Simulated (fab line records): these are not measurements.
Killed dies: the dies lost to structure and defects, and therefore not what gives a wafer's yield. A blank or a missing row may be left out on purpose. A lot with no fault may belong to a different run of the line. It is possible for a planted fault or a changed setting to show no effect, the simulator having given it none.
fab line records | flow nand-harc
record lots=12 | wafers=36 | last-day=33
route steps=1302 shown A_STAIRCASE@652 END@1302
lots untouched by any fault: they come from a run of this same line in which no faults occurred
start-h: hours from the record's opening day to when the first of the lot's shown wafers began | wait-h: hours elapsed since this lot's preceding step | " repeats the value in the row above | L1.1+2: a row that stands for several wafers | - value missing, or start not given | * or withheld: withheld | < > ~ a bound
route shown NAME@n: a module of which the file shows steps, and the number in the route of the first | usual: mean/standard deviation of fault-free wafers | same: alike in all rows | chamber/n: place in a boat | sites: per-site readings | _std_site: standard deviation of those values | _edge_site: mean of outer sites minus mean of inner sites | radius-mm: how far each site lies from the wafer's centre | mask NAME#n: copy n | behind: tool/chamber where the wafer was last shaped | hold: cause of the lot's hold/its duration in hours/its outcome | device: names the non-switching transistor (n, p or np) | end of line: tests of these same wafers at the route's end | a step given without rows: its recipe and nothing more | killed: dies that structure and defects cost at the first sort, which is not the same as the wafer's yield | map: dies across one wafer; x = killed, . = not, _ = none there
set.NAME: the setting that was run; set.NAME@STEP: the one run at that earlier step | model.NAME: the simulator's own value behind a step, which no gauge read
steps of the route over a sample of lots; a table a step, a row a wafer
services: when a tool's chamber went out of use (start-h, in hours from the record's first day, below 0 if earlier), for how many hours, and the reason
## steps
# step NHARC_A_STAIRCASE_ETCH_170
# recipe target-depth-a=2000 | time-s=66.667 | ion-energy-ev=250 | c4f6-flow-sccm=25 | o2-flow-sccm=20 | ar-flow-sccm=500 | rf-w=600 | bias-w=500 | chemistry=C4F6/O2
# usual drypump-motor-current-A=5.8/0.44 | oes-product-au=0.974/0.018 | rf-vpp-V=546/3.6 | showerhead-plenum-p-Torr=3.86/0.17 | throttle-valve-pct=26.904/0.0083
# same time-s=66.667
lot.wafer | tool        | chamber | start-h | wait-h | drypump-motor-current-A | oes-product-au | rf-hours-counter-h | rf-vpp-V | showerhead-plenum-p-Torr | throttle-valve-pct
L191.1    | rie-diel-10 | 3       | -       | -      | 6.1                     | 0.971          | 38                 | 548      | 3.92                     | 26.907
L191.3    | "           | 0       | "       | "      | 6.1                     | 0.985          | 39                 | 542      | 3.69                     | 26.888
L191.5    | "           | 0       | "       | "      | 6.1                     | 0.982          | -                  | 543      | 3.69                     | 26.898
L192.2    | rie-diel-10 | 3       | -       | -      | 6.1                     | 0.974          | 45                 | 546      | 3.92                     | 26.904
L192.1    | "           | 0       | "       | "      | 6.2                     | 0.973          | 44                 | 541      | 3.68                     | 26.906
L192.6    | "           | 3       | "       | "      | 6.1                     | 0.969          | -                  | 547      | 3.92                     | 26.902
L194.3    | rie-diel-10 | 1       | -       | -      | 5.2                     | 0.988          | 47                 | 551      | 4.05                     | 26.905
L194.4    | "           | 2       | "       | "      | 5.5                     | 0.974          | 48                 | 542      | 3.67                     | 26.903
L194.2    | "           | 3       | "       | "      | 6.1                     | 0.949          | 49                 | 548      | 3.92                     | 26.893
L196.3    | rie-diel-10 | 3       | -       | -      | 6.1                     | 0.973          | 52                 | 547      | 3.91                     | 26.892
L196.4    | "           | 1       | "       | "      | 5.2                     | 0.981          | 50                 | 550      | 4.05                     | 26.910
L196.6    | "           | 0       | "       | "      | 6.1                     | 0.970          | -                  | 542      | 3.68                     | 26.911
L197.2    | rie-diel-04 | 0       | -       | -      | 5.3                     | 0.971          | 22                 | 543      | 3.69                     | 26.905
L197.5    | "           | 1       | "       | "      | 6.6                     | 0.972          | -                  | 549      | 4.00                     | 26.897
L197.6    | "           | 2       | "       | "      | 5.7                     | 0.986          | -                  | 542      | 3.69                     | 26.909
L199.1    | rie-diel-10 | 2       | -       | -      | 5.6                     | 0.993          | 6                  | 541      | 3.66                     | 26.898
L199.4    | "           | 3       | "       | "      | 6.1                     | 0.955          | 5                  | 547      | 3.91                     | 26.908
L199.6    | "           | 0       | "       | "      | 6.2                     | 0.952          | -                  | 543      | 3.67                     | 26.899
L205.3    | rie-diel-04 | 1       | -       | -      | 6.6                     | 0.934          | 44                 | 548      | 3.99                     | 26.899
L205.1    | "           | 0       | "       | "      | 5.3                     | 0.934          | 48                 | 541      | 3.68                     | 26.897
L205.6    | "           | 2       | "       | "      | 5.7                     | 0.962          | -                  | 543      | 3.68                     | 26.905
L208.3    | rie-diel-10 | 3       | -       | -      | 6.1                     | 0.972          | 43                 | 546      | 3.89                     | 26.915
L208.2    | "           | 0       | "       | "      | 6.2                     | 0.963          | 44                 | 541      | 3.65                     | 26.912
L208.6    | "           | 2       | "       | "      | 5.6                     | 0.991          | -                  | 540      | 3.65                     | 26.917
L207.3    | rie-diel-10 | 2       | -       | -      | 5.6                     | 0.991          | 36                 | 542      | 3.65                     | 26.894
L207.1    | "           | 3       | "       | "      | 6.1                     | 0.957          | 44                 | 547      | 3.89                     | 26.914
L207.4    | "           | 1       | "       | "      | 5.2                     | 0.967          | 36                 | 547      | 4.02                     | 26.925
L210.2    | rie-diel-05 | 0       | -       | -      | 5.7                     | 0.990          | 42                 | 547      | 3.96                     | 26.910
L210.3    | "           | 2       | "       | "      | 5.6                     | 1.001          | 40                 | 546      | 3.82                     | 26.891
L210.6    | "           | 1       | "       | "      | 5.1                     | 0.981          | -                  | 544      | 3.80                     | 26.892
L211.4    | rie-diel-04 | 3       | -       | -      | 6.6                     | 0.974          | 10                 | 550      | 3.99                     | 26.899
L211.3    | "           | 2       | "       | "      | 5.8                     | 0.963          | 10                 | 539      | 3.67                     | 26.899
L211.6    | "           | 0       | "       | "      | 5.3                     | 0.972          | -                  | 543      | 3.67                     | 26.911
L212.3    | rie-diel-05 | 3       | -       | -      | 5.7                     | 0.969          | 53                 | 552      | 4.16                     | 26.882
L212.1    | "           | 2       | "       | "      | 5.5                     | 1.021          | 52                 | 544      | 3.82                     | 26.909
L212.6    | "           | 0       | "       | "      | 5.8                     | 1.015          | -                  | 549      | 3.95                     | 26.913
# step NHARC_A_STAIRCASE_ETCH_19
# recipe target-depth-a=1000 | time-s=40.5 | ion-energy-ev=400 | c4f8-flow-sccm=20 | o2-flow-sccm=10 | ar-flow-sccm=withheld | rf-w=600 | bias-w=1000 | chemistry=C4F8/O2
# usual oes-product-au=0.943/0.014 | rf-vpp-V=893/5.3
# same time-s=40.5
lot.wafer | tool        | chamber | start-h | wait-h | oes-product-au | rf-hours-counter-h | rf-vpp-V
L191.1    | rie-diel-04 | 1       | -       | -      | 0.954          | 4                  | 898
L191.3    | "           | 2       | "       | "      | 0.969          | 3                  | 889
L191.5    | "           | 2       | "       | "      | 0.968          | -                  | 889
L192.1    | rie-diel-10 | 0       | -       | -      | 0.947          | 44                 | 888
L192.2    | "           | 2       | "       | "      | 0.944          | 45                 | 887
L192.6    | "           | 3       | "       | "      | 0.929          | -                  | 896
L194.4    | rie-diel-05 | 1       | -       | -      | 0.933          | 53                 | 893
L194.2    | "           | 2       | "       | "      | 0.945          | 53                 | 893
L194.3    | "           | 3       | "       | "      | 0.927          | 55                 | 906
L196.4    | rie-diel-10 | 2       | -       | -      | 0.940          | 54                 | 886
L196.3    | "           | 3       | "       | "      | 0.922          | 54                 | 896
L196.6    | "           | 1       | "       | "      | 0.949          | -                  | 900
L197.2    | rie-diel-05 | 0       | -       | -      | 0.945          | 7                  | 899
L197.5    | "           | 2       | "       | "      | 0.968          | -                  | 893
L197.6    | "           | 0       | "       | "      | 0.939          | -                  | 899
L199.4    | rie-diel-04 | 3       | -       | -      | 0.973          | 32                 | 898
L199.1    | "           | 1       | "       | "      | 0.940          | 27                 | 899
L199.6    | "           | 3       | "       | "      | 0.969          | -                  | 898
L205.3    | rie-diel-10 | 3       | -       | -      | 0.951          | 31                 | 896
L205.1    | "           | 2       | "       | "      | 0.962          | 28                 | 886
L205.6    | "           | 0       | "       | "      | 0.929          | -                  | 887
L208.2    | rie-diel-05 | 2       | -       | -      | 0.934          | 39                 | 892
L208.3    | "           | 3       | "       | "      | 0.940          | 40                 | 905
L208.6    | "           | 2       | "       | "      | 0.960          | -                  | 891
L207.3    | rie-diel-10 | 1       | -       | -      | 0.912          | 37                 | 899
L207.1    | "           | 0       | "       | "      | 0.926          | 45                 | 887
L207.4    | "           | 3       | "       | "      | 0.918          | -                  | 894
L210.3    | rie-diel-04 | 1       | -       | -      | 0.963          | 3                  | 899
L210.2    | "           | 2       | "       | "      | 0.941          | 3                  | 887
L210.6    | "           | 0       | "       | "      | 0.942          | -                  | 886
L211.4    | rie-diel-10 | 1       | -       | -      | 0.931          | 47                 | 900
L211.3    | "           | 3       | "       | "      | 0.932          | 53                 | 895
L211.6    | "           | 2       | "       | "      | 0.928          | -                  | 886
L212.1    | rie-diel-04 | 1       | -       | -      | 0.945          | 16                 | 897
L212.3    | "           | 2       | "       | "      | 0.946          | 15                 | 886
L212.6    | "           | 3       | "       | "      | 0.954          | -                  | 898
# step NHARC_A_STAIRCASE_TRIM_20
# recipe time-s=211.2 | o2-flow-sccm=500 | ar-flow-sccm=0 | bias-w=0 | chemistry=O2
# usual bias-w=0/0 | chamber-pressure-mTorr=59.99/0.058 | drypump-motor-current-A=5.9/0.49 | oes-product-au=1.001/0.014 | rf-vpp-V=57.6/0.89 | showerhead-plenum-p-Torr=3.48/0.16 | throttle-valve-pct=17.037/0.0095 | time-s=211.2/0
lot.wafer | tool        | chamber | start-h | wait-h | bias-w | chamber-pressure-mTorr | drypump-motor-current-A | oes-product-au | rf-hours-counter-h | rf-vpp-V | showerhead-plenum-p-Torr | throttle-valve-pct | time-s
L191.3    | rie-diel-04 | 2       | 374.62  | 0.1    | 0      | 60.07                  | 5.8                     | 1.022          | 4                  | 58.1     | 3.33                     | 17.031             | 211.2
L191.1    | "           | 3       | "       | "      | 0      | 60.03                  | 6.6                     | 0.999          | 3                  | 58.2     | 3.63                     | 17.045             | 211.2
L191.5    | "           | 1       | "       | "      | 0      | 60.04                  | 6.6                     | 0.998          | -                  | 56.9     | 3.61                     | 17.035             | 211.2
L192.2    | rie-diel-04 | 3       | 394.09  | 0.1    | 0      | 60.08                  | 6.6                     | 1.010          | 8                  | 58.0     | 3.62                     | 17.045             | 211.2
L192.1    | "           | 1       | "       | "      | 0      | 59.97                  | 6.6                     | 1.006          | 9                  | 57.6     | 3.61                     | 17.045             | 211.2
L192.6    | "           | 3       | "       | "      | 0      | 59.96                  | 6.6                     | 1.010          | -                  | 59.1     | 3.62                     | 17.028             | 211.2
L194.4    | rie-diel-04 | 0       | 404.01  | 0.1    | 0      | 60.12                  | 5.3                     | 0.985          | 11                 | 58.7     | 3.32                     | 17.039             | 211.2
L194.3    | "           | 2       | "       | "      | 0      | 60.24                  | 5.8                     | 1.027          | 10                 | 56.1     | 3.32                     | 17.035             | 211.2
L194.2    | "           | 3       | "       | "      | 0      | 60.12                  | 6.6                     | 1.020          | 10                 | 57.8     | 3.62                     | 17.043             | 211.2
L196.4    | rie-diel-10 | 2       | 415.31  | 0.1    | 0      | 59.92                  | 5.6                     | 0.993          | 54                 | 58.0     | 3.29                     | 17.033             | 211.2
L196.3    | "           | 3       | "       | "      | 0      | 59.96                  | 6.1                     | 0.985          | 54                 | 57.5     | 3.52                     | 17.031             | 211.2
L196.6    | "           | 0       | "       | "      | 0      | 60.03                  | 6.2                     | 0.984          | -                  | 56.4     | 3.30                     | 17.030             | 211.2
L197.2    | rie-diel-04 | 1       | 428.96  | 0.1    | 0      | 60.00                  | 6.6                     | 1.010          | 22                 | 58.9     | 3.60                     | 17.022             | 211.2
L197.5    | "           | 2       | "       | "      | 0      | 60.02                  | 5.8                     | 1.035          | -                  | 56.3     | 3.32                     | 17.048             | 211.2
L197.6    | "           | 3       | "       | "      | 0      | 59.99                  | 6.6                     | 1.025          | -                  | 56.7     | 3.61                     | 17.040             | 211.2
L199.1    | rie-diel-04 | 0       | 451.68  | 0.1    | 0      | 60.06                  | 5.4                     | 0.984          | 30                 | 56.7     | 3.31                     | 17.025             | 211.2
L199.4    | "           | 2       | "       | "      | 0      | 60.09                  | 5.8                     | 1.018          | 28                 | 55.9     | 3.31                     | 17.038             | 211.2
L199.6    | "           | 3       | "       | "      | 0      | 60.00                  | 6.6                     | 1.012          | -                  | 58.2     | 3.61                     | 17.028             | 211.2
L205.3    | rie-diel-04 | 1       | 515.75  | 0.1    | 0      | 59.98                  | 6.6                     | 1.001          | 45                 | 57.3     | 3.59                     | 17.038             | 211.2
L205.1    | "           | 3       | "       | "      | 0      | 60.10                  | 6.6                     | 1.018          | 49                 | 57.4     | 3.60                     | 17.034             | 211.2
L205.6    | "           | 1       | "       | "      | 0      | 60.03                  | 6.6                     | 1.002          | -                  | 56.7     | 3.59                     | 17.057             | 211.2
L208.3    | rie-diel-04 | 0       | 544.42  | 0.1    | -      | -                      | -                       | -              | -                  | -        | -                        | -                  | -
L208.2    | "           | 2       | "       | "      | -      | -                      | -                       | -              | -                  | -        | -                        | -                  | -
L208.6    | "           | 0       | "       | "      | -      | -                      | -                       | -              | -                  | -        | -                        | -                  | -
L207.3    | rie-diel-10 | 3       | 544.97  | 0.1    | -      | -                      | -                       | -              | -                  | -        | -                        | -                  | -
L207.1    | "           | 0       | "       | "      | -      | -                      | -                       | -              | -                  | -        | -                        | -                  | -
L207.4    | "           | 3       | "       | "      | -      | -                      | -                       | -              | -                  | -        | -                        | -                  | -
L210.2    | rie-diel-05 | 0       | 555.40  | 0.1    | 0      | 60.01                  | 5.8                     | 0.996          | 42                 | 58.9     | 3.56                     | 17.031             | 211.2
L210.3    | "           | 1       | "       | "      | 0      | 60.03                  | 5.1                     | 0.997          | 39                 | 57.3     | 3.41                     | 17.036             | 211.2
L210.6    | "           | 3       | "       | "      | 0      | 59.99                  | 5.7                     | 0.979          | -                  | 59.1     | 3.75                     | 17.050             | 211.2
L211.3    | rie-diel-04 | 0       | 573.32  | 0.1    | 0      | 59.88                  | 5.3                     | 0.991          | 9                  | 58.5     | 3.29                     | 17.046             | 211.2
L211.4    | "           | 1       | "       | "      | 0      | 60.01                  | 6.6                     | 1.014          | 9                  | 57.9     | 3.58                     | 17.037             | 211.2
L211.6    | "           | 0       | "       | "      | 0      | 59.99                  | 5.4                     | 1.005          | -                  | 57.7     | 3.29                     | 17.043             | 211.2
L212.3    | rie-diel-04 | 3       | 584.60  | 0.1    | 0      | 59.93                  | 6.5                     | 1.010          | 15                 | 58.1     | 3.59                     | 17.021             | 211.2
L212.1    | "           | 1       | "       | "      | 0      | 60.02                  | 6.6                     | 1.008          | 16                 | 57.2     | 3.58                     | 17.038             | 211.2
L212.6    | "           | 2       | "       | "      | 0      | 60.03                  | 5.8                     | 1.004          | -                  | 58.0     | 3.29                     | 17.038             | 211.2
# step NHARC_A_STAIRCASE_ETCH_23
# recipe target-depth-a=1000 | time-s=40.5 | ion-energy-ev=400 | c4f8-flow-sccm=20 | o2-flow-sccm=10 | ar-flow-sccm=withheld | rf-w=600 | bias-w=1000 | chemistry=C4F8/O2
# usual oes-product-au=0.947/0.016 | rf-vpp-V=894/5.6
# same time-s=40.5
lot.wafer | tool        | chamber | start-h | wait-h | oes-product-au | rf-hours-counter-h | rf-vpp-V
L191.1    | rie-diel-04 | 3       | -       | -      | 0.953          | 3                  | 900
L191.3    | "           | 1       | "       | "      | 0.952          | 4                  | 900
L191.5    | "           | 3       | "       | "      | 0.952          | -                  | 898
L192.1    | rie-diel-04 | 2       | -       | -      | 0.978          | 7                  | 889
L192.2    | "           | 3       | "       | "      | 0.976          | 8                  | 899
L192.6    | "           | 1       | "       | "      | 0.962          | -                  | 899
L194.3    | rie-diel-04 | 1       | -       | -      | 0.952          | 12                 | 899
L194.4    | "           | 2       | "       | "      | 0.958          | 11                 | 889
L194.2    | "           | 0       | "       | "      | 0.934          | 12                 | 890
L196.4    | rie-diel-10 | 2       | -       | -      | 0.924          | 54                 | 889
L196.3    | "           | 1       | "       | "      | 0.934          | 53                 | 901
L196.6    | "           | 2       | "       | "      | 0.933          | -                  | 887
L197.2    | rie-diel-04 | 2       | -       | -      | 0.970          | 23                 | 889
L197.5    | "           | 0       | "       | "      | 0.961          | -                  | 888
L197.6    | "           | 1       | "       | "      | 0.962          | -                  | 900
L199.1    | rie-diel-04 | 0       | -       | -      | 0.939          | 30                 | 886
L199.4    | "           | 2       | "       | "      | 0.980          | 29                 | 888
L199.6    | "           | 0       | "       | "      | 0.928          | -                  | 888
L205.3    | rie-diel-04 | 2       | -       | -      | 0.956          | 45                 | 887
L205.1    | "           | 3       | "       | "      | 0.944          | 49                 | 898
L205.6    | "           | 3       | "       | "      | 0.946          | -                  | 897
L208.2    | rie-diel-04 | 0       | -       | -      | 0.940          | 0                  | 889
L208.3    | "           | 2       | "       | "      | 0.941          | 0                  | 887
L208.6    | "           | 0       | "       | "      | 0.933          | -                  | 888
L207.1    | rie-diel-10 | 3       | -       | -      | 0.937          | 45                 | 896
L207.3    | "           | 1       | "       | "      | 0.933          | 37                 | 901
L207.4    | "           | 3       | "       | "      | 0.934          | -                  | 896
L210.3    | rie-diel-05 | 3       | -       | -      | 0.927          | 41                 | 903
L210.2    | "           | 0       | "       | "      | 0.973          | 42                 | 896
L210.6    | "           | 1       | "       | "      | 0.973          | -                  | 893
L211.3    | rie-diel-04 | 1       | -       | -      | 0.947          | 9                  | 899
L211.4    | "           | 2       | "       | "      | 0.926          | 11                 | 887
L211.6    | "           | 2       | "       | "      | 0.928          | -                  | 887
L212.3    | rie-diel-04 | 2       | -       | -      | 0.940          | 16                 | 888
L212.1    | "           | 3       | "       | "      | 0.956          | 16                 | 899
L212.6    | "           | 3       | "       | "      | 0.949          | -                  | 897
# step NHARC_END_SORT_01
# recipe temp-c=25
# usual killed-at-array=52/17 | killed-at-other=1.2/1.4 | killed-at-periphery=4.7/2.9 | killed-dies=58/17 | killed-open=3.2/1.9 | killed-short=2.4/1.4
# same gross-dies=677
lot.wafer | tool      | chamber | start-h | wait-h | killed-at-array | killed-at-other | killed-at-periphery | killed-dies | killed-open | killed-short
L208.2    | prober-01 | 0       | 762.85  | 2.8    | 669             | 4               | 4                   | 677         | 1           | 5
L208.3    | prober-01 | 0       | 763.66  | 3.1    | 667             | 1               | 9                   | 677         | 2           | 2
L208.6    | prober-01 | 0       | 766.08  | 4.0    | 673             | 1               | 3                   | 677         | 3           | 2
L207.1    | prober-02 | 0       | 764.96  | 2.5    | 673             | 0               | 4                   | 677         | 3           | 3
L207.3    | prober-02 | 0       | 766.54  | 3.1    | 668             | 1               | 8                   | 677         | 1           | 3
L207.4    | prober-02 | 0       | 767.33  | 3.4    | 666             | 3               | 8                   | 677         | 2           | 2
# killed by level:class
L208.2 A_STAIRCASE:area-trim=616 A_SLIT:chamber-film-flake=23 A_CHANNEL_HOLE_D2:chamber-film-flake=14 A_CHANNEL_HOLE_D1:chamber-film-flake=8 THIN_TSV:chamber-film-flake=3 A_CHANNEL_FILL_D1:chamber-film-flake=2 A_STAIRCASE:chamber-film-flake=2 P_CONTACT:geometric-particle:short=1
L208.3 A_STAIRCASE:area-trim=607 A_SLIT:chamber-film-flake=25 A_CHANNEL_HOLE_D2:chamber-film-flake=18 A_CHANNEL_HOLE_D1:chamber-film-flake=6 P_BONDPAD:chamber-film-flake=3 A_STAIRCASE:chamber-film-flake=3 P_STI:chamber-film-flake=2 A_ZERO_WELL:chamber-film-flake=2
L207.1 A_STAIRCASE:area-trim=636 A_CHANNEL_HOLE_D1:chamber-film-flake=12 A_CONTACT:chamber-film-flake=10 A_SLIT:chamber-film-flake=4 A_WL_FILL:chamber-film-flake=4 P_BONDPAD:chamber-film-flake=3 A_ONON_D1:geometric-particle:open=2 A_STAIRCASE:chamber-film-flake=2
L208.6 A_STAIRCASE:area-trim=600 A_SLIT:chamber-film-flake=27 A_CHANNEL_HOLE_D2:chamber-film-flake=21 A_CHANNEL_HOLE_D1:chamber-film-flake=10 A_STAIRCASE:chamber-film-flake=5 A_WL_FILL:geometric-particle:short=2 P_ZERO_WELL:chamber-film-flake=2 A_ZERO_WELL:chamber-film-flake=2
L207.3 A_STAIRCASE:area-trim=643 A_CHANNEL_HOLE_D1:chamber-film-flake=12 A_CONTACT:chamber-film-flake=6 P_BONDPAD:chamber-film-flake=5 A_SLIT:chamber-film-flake=3 P_M0:geometric-particle:short=1 A_CHANNEL_FILL_D1:geometric-particle:open=1 A_ONON_D2:geometric-particle:short=1
L207.4 A_STAIRCASE:area-trim=633 A_CHANNEL_HOLE_D1:chamber-film-flake=13 P_BONDPAD:chamber-film-flake=6 A_SLIT:chamber-film-flake=6 A_CONTACT:chamber-film-flake=5 A_ZERO_WELL:chamber-film-flake=2 A_DECK1_JOINT:chamber-film-flake=2 A_WL_FILL:chamber-film-flake=2
## services
tool        | chamber | start-h | hours | kind
rie-diel-04 | -       | 355.68  | 9.0   | pm
rie-diel-04 | 0       | 355.68  | 9.0   | vent-cycle
rie-diel-04 | 1       | 355.68  | 9.0   | vent-cycle
rie-diel-04 | 2       | 355.68  | 9.0   | vent-cycle
rie-diel-04 | 3       | 355.68  | 9.0   | vent-cycle
rie-diel-10 | 1       | 362.18  | 7.1   | repair
rie-diel-04 | 0       | 364.68  | -     | clean
rie-diel-04 | 1       | 364.68  | -     | clean
rie-diel-04 | 2       | 364.68  | -     | clean
rie-diel-04 | 3       | 364.68  | -     | clean
rie-diel-04 | 2       | 384.20  | 2.6   | repair
rie-diel-04 | 0       | 389.32  | -     | clean
rie-diel-04 | 1       | 389.32  | -     | clean
rie-diel-04 | 2       | 389.32  | -     | clean
rie-diel-04 | 3       | 389.32  | -     | clean
rie-diel-05 | -       | 410.51  | 9.0   | pm
rie-diel-10 | -       | 421.86  | 9.0   | pm
rie-diel-05 | 3       | 424.54  | 4.8   | repair
rie-diel-10 | 1       | 482.68  | 6.5   | repair
rie-diel-04 | 3       | 494.50  | 4.0   | repair
rie-diel-04 | -       | 532.68  | 9.0   | pm
rie-diel-10 | 2       | 543.91  | 4.8   | repair
rie-diel-05 | -       | 561.39  | 0.7   | repair
rie-diel-05 | 1       | 576.02  | 10.6  | repair
## key
first-sign step=NHARC_A_STAIRCASE_TRIM_20 | reading=tool-record | direction=missing
effect step=NHARC_END_SORT_01 | reading=killed-at-array | direction=up | sigmas=37 | usual=52 | struck=669
more-kills-born-at NHARC_A_STAIRCASE_TRIM_20@rie-diel-10=1911 | NHARC_A_STAIRCASE_TRIM_20@rie-diel-04=1817
met-at NHARC_A_STAIRCASE_TRIM_20
struck-lots L207,L208
later-rows-left-out L207.1,L207.3,L207.4,L208.2,L208.3,L208.6
tester-left-out L207,L208
not-acting-at NHARC_A_STAIRCASE_ETCH_170,NHARC_A_STAIRCASE_ETCH_19,NHARC_A_STAIRCASE_ETCH_23
onset-between 515.75 544.42
fault kind=skipped-step-whole | tool=rie-diel-04,rie-diel-10 | chamber=- | onset-h=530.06 | steps=NHARC_A_STAIRCASE_TRIM_20 | scope=struck-lots-only
# tester-left-out: of these lots the tester's yield and bins aren't shown, on N5 and GAA mostly nor the transistor test; their killed dies are dies lost to structure and defects alone, not to doping, threshold or leakage, so they don't give the yield
# later-rows-left-out: the simulator's readings of these wafers behind a module that went badly wrong aren't trusted and aren't shown, but for the sort
